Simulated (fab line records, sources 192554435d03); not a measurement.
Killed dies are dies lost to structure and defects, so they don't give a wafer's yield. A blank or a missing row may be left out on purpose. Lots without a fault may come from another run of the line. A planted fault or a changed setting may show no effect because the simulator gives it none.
A struck lot beside a sound one | flow n5_finfet | 32 steps out of a route of 1938
Sound: wafers L514.2, L514.3, L514.4. Struck: wafers L509.1, L509.3, L509.4. The cause comes at the end.
At each step with rows: each side's tool, then ch and its chambers, then its first start. Under that, the readings that differ: sound wafers | struck wafers | difference of the means | sigmas: that difference in standard deviations of wafers without a fault.
alike: readings whose means differ by less than 2 such deviations, and words and numbers that are the same on both sides. not compared: withheld readings, readings that some wafer has no value for, bounds like >300 that may hide the same value, and numbers for which the record gives no deviation and whose values overlap.
The two part at a step that has a row with sigmas, a row that says differs or no value, or rows on one side only. Numbers that don't overlap but have no deviation are shown without sigmas and don't part them. A reading that every wafer of one side lacks parts them only if that side has two wafers or more.

first, 10 steps without rows for these wafers: N5_SD_EPI_P_SRD_20 (time 30 s); N5_SD_EPI_P_PRECLEAN_51 (cleans in NF3:NH3, afs cycles 1, time 20 s, sublimation time 60 s); N5_SD_EPI_P_VAPOR_ETCH_44 (etches SiGe30 in NF3/Ar, time 3.3 s); N5_SD_EPI_P_EPI_21 (deposits SiGe:B, time 355 s); N5_SD_EPI_P_HM_STRIP_48 (strips SiNx in H3PO4, material SiNx, target depth 3 nm); N5_SD_EPI_P_SRD_49 (time 30 s); N5_SD_EPI_P_PRECLEAN_24 (cleans in O3/DIW, time 45 s); N5_SD_EPI_P_PRECLEAN_32 (cleans in dHF, time 10 s); N5_SD_EPI_P_PRECLEAN_33 (cleans in SC2, time 45 s); N5_SD_EPI_P_SRD_25 (time 30 s).
N5_SD_ACTIVATION_RTA_00: time 0 s.
  sound on rtp_anneal-01 ch 0, day 8 12:34; struck on rtp_anneal-02 ch 0, day 7 04:23
  reading             | sound             | struck            | difference | sigmas
  lamp_power_pct (%)  | 8.85 8.97 9.04    | 8.59 8.56 8.63    | -0.36      | -7
  lamp_zone_1_pct (%) | 8.930 8.910 8.967 | 8.567 8.568 8.536 | -0.379     | -16
  lamp_zone_2_pct (%) | 8.998 8.956 8.946 | 8.550 8.600 8.543 | -0.402     | -14
  lamp_zone_3_pct (%) | 8.914 8.939 8.968 | 8.580 8.587 8.570 | -0.361     | -13
  lamp_zone_4_pct (%) | 8.958 8.924 9.026 | 8.583 8.504 8.534 | -0.429     | -17
  lamp_zone_5_pct (%) | 8.937 8.930 8.973 | 8.592 8.605 8.533 | -0.370     | -14
  lamp_zone_6_pct (%) | 8.856 8.864 8.917 | 8.535 8.510 8.486 | -0.369     | -14
  lamp_zone_7_pct (%) | 9.346 9.338 9.363 | 8.924 8.991 8.969 | -0.388     | -14
  alike: wafer_temp_C_max
then, 19 steps without rows for these wafers: N5_SD_ACTIVATION_LSA_01 (time 0.0008 s); N5_ILD0_LINER_00 (material SiNx, target thk 4 nm, pulse time 1 s, purge time 2 s); N5_ILD0_FCVD_FILL_01 (material SiO2 flowable, target thk 200 nm, time 328.3 s); N5_ILD0_CURE_02 (time 1800 s); N5_ILD0_CMP_03 (polishes, stops on SiNx, t overpolish 1.9 s, target thk 197.38 nm); N5_ILD0_CMP_07 (polishes SiO2 flowable, stops on poly-Si, t overpolish 1.18 s, target thk 138.88 nm); N5_ILD0_PRECLEAN_10 (cleans in NF3:NH3, afs cycles 5, time 20 s, sublimation time 60 s); N5_ILD0_ALD_15 (deposits SiNx, target thk 24 nm, pulse time 1 s, ald cycles 480); N5_ILD0_CMP_12 (polishes SiNx, stops on poly-Si, t overpolish 6 s, target thk 17.67 nm); N5_SDB_HM_DEP_00 (deposits SiNx from SiH4/NH3/N2, target thk 40 nm, time 35.3 s); N5_SDB_COAT_03 (time 60 s, resist thk 100 nm); N5_SDB_COAT_04 (time 60 s, resist thk 18 nm); N5_SDB_COAT_05 (resist thk 90 nm); N5_SDB_EBR_07; N5_SDB_SOFTBAKE_06 (time 60 s); N5_SDB_EXPOSE_08 (exposes mask SDB); N5_SDB_PEB_09 (peb time 60 s); N5_SDB_DEVELOP_10 (develop time 30 s); N5_SDB_DESCUM_16 (chemistry O2, time 7.9 s).
-- the record jumps here: 6 days lie between the struck wafers' starts before and after (it left off in module SDB and takes up again in module BEOL_M4, whose first step shown is number 1111 of the route) --
N5_BEOL_M4_RC_MEAS_101:
  sound on prober-02 ch 0, day 13 16:15; struck on prober-02 ch 0, day 12 21:41
  reading         | sound          | struck            | difference | sigmas
  DIBL_N (mV/V)   | 36.5 37.5 37.6 | 32.6 33.2 33.3    | -4.2       | -3
  ION_N (uA/um)   | 665 666 684    | 623 633 624       | -45        | -4
  ION_P (uA/um)   | 455 459 461    | 441 443 440       | -17        | -2
  REXT_N (ohm.um) | 73.4 75.0 73.4 | 90.0 90.3 91.8    | +16.8      | +8
  REXT_P (ohm.um) | 96.9 96.5 96.8 | 105.4 106.0 105.9 | +9.0       | +4
  SS_N (mV/dec)   | 72.2 72.0 71.6 | 70.8 70.0 70.8    | -1.4       | -2
  VT_N (mV)       | 250 249 247    | 259 256 257       | +9         | +3
  alike: DIBL_P, IOFF_N, IOFF_P, SS_P, VT_P
-- the record jumps here: 4 days lie between the struck wafers' starts before and after (it left off in module BEOL_M4 and takes up again in module PASSIVATION, whose first step shown is number 1936 of the route) --
N5_PASSIVATION_PROBE_49:
  sound on prober-02, day 17 22:49; struck on prober-01, day 17 00:00
  reading                  | sound          | struck           | difference | sigmas
  defect_limited_yield (%) | 88.8 89.4 89.5 | 93.0 92.5 93.1   | +3.6       | +2
  killed_at_M4_up          | 23 24 18       | 9 7 16           | -11        | -2
  killed_dies              | 132 125 124    | 83 88 82         | -43        | -3
  killed_short             | 49 48 39       | 25 23 23         | -22        | -3
  sort_bin_5_function (%)  | 6.2 6.4 6.4    | 4.6 4.3 4.0      | -2.0       | -2
  sort_bin_6_memory (%)    | 4.8 3.6 3.8    | 2.5 2.6 2.3      | -1.6       | -2
  sort_bin_8_speed (%)     | 0 0 0          | 25.68 4.66 18.98 | +16.44     | +99 or more
  sort_n_pass              | 1048 1055 1056 | 794 1037 874     | -151       | -9
  sort_yield_pct (%)       | 88.8 89.4 89.5 | 67.3 87.9 74.1   | -12.8      | -9
  alike: killed_at_M0_to_M3, killed_at_contacts, killed_at_front_end, killed_at_other, killed_open

WHERE THEY PART
First at N5_SD_ACTIVATION_RTA_00; last, within this record, at N5_PASSIVATION_PROBE_49.

WHY: what the simulator had put in
Process parameter drift: rtp_anneal-02, from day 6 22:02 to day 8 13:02, at N5_SD_ACTIVATION_RTA_00. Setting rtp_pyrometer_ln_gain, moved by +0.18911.
